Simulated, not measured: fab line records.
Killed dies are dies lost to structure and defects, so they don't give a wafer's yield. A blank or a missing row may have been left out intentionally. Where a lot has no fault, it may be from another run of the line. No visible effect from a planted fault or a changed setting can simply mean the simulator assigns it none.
Chamber matching	flow n5 finfet	N5_HKMG_FIN_STRIP_89 on rie diel-04: 4 sister chambers
The step strips SOC in N2/H2, time 20 s. 4 wafers are shown with their chamber, then 10 later ones without.

WAFERS, EACH WITH ITS CHAMBER
wafer	chamber	showerhead plenum p Torr (Torr)
L087.1	2	3.28
L087.6	3	3.33
L088.1	1	3.19
L088.2	0	3.55

WAFERS WHOSE CHAMBER IS MISSING
wafer	showerhead plenum p Torr (Torr)
L088.5	3.19
L095.2	3.33
L095.5	3.27
L095.6	3.18
L097.1	3.18
L097.2	3.54
L097.3	3.27
L097.4	3.32
L097.5	3.18
L097.6	3.27

WHICH CHAMBER EACH WENT THROUGH
wafer	from the rows above	in truth
L088.5	1	1
L095.2	3	3
L095.5	2	2
L095.6	1	1
L097.1	1	1
L097.2	0	0
L097.3	2	2
L097.4	3	3
L097.5	1	1
L097.6	2	2
Placed correctly: 10 of 10. From these rows, 0 cannot be placed. 0 placed wrongly.
How it was worked out, from the rows above alone: a wafer's distance from a chamber is the root of the sum, over the readings, of the square of ((its reading less the chamber's mean) divided by the reading's scatter). The wafer belongs to the nearest chamber; if the next one is less than 2 further off, it can't be placed. Each chamber's mean is taken over the wafers shown for it. The scatter (one wafer shown for each chamber): square how far every hidden wafer sits from the nearest shown wafer, average those squares and take the square root.
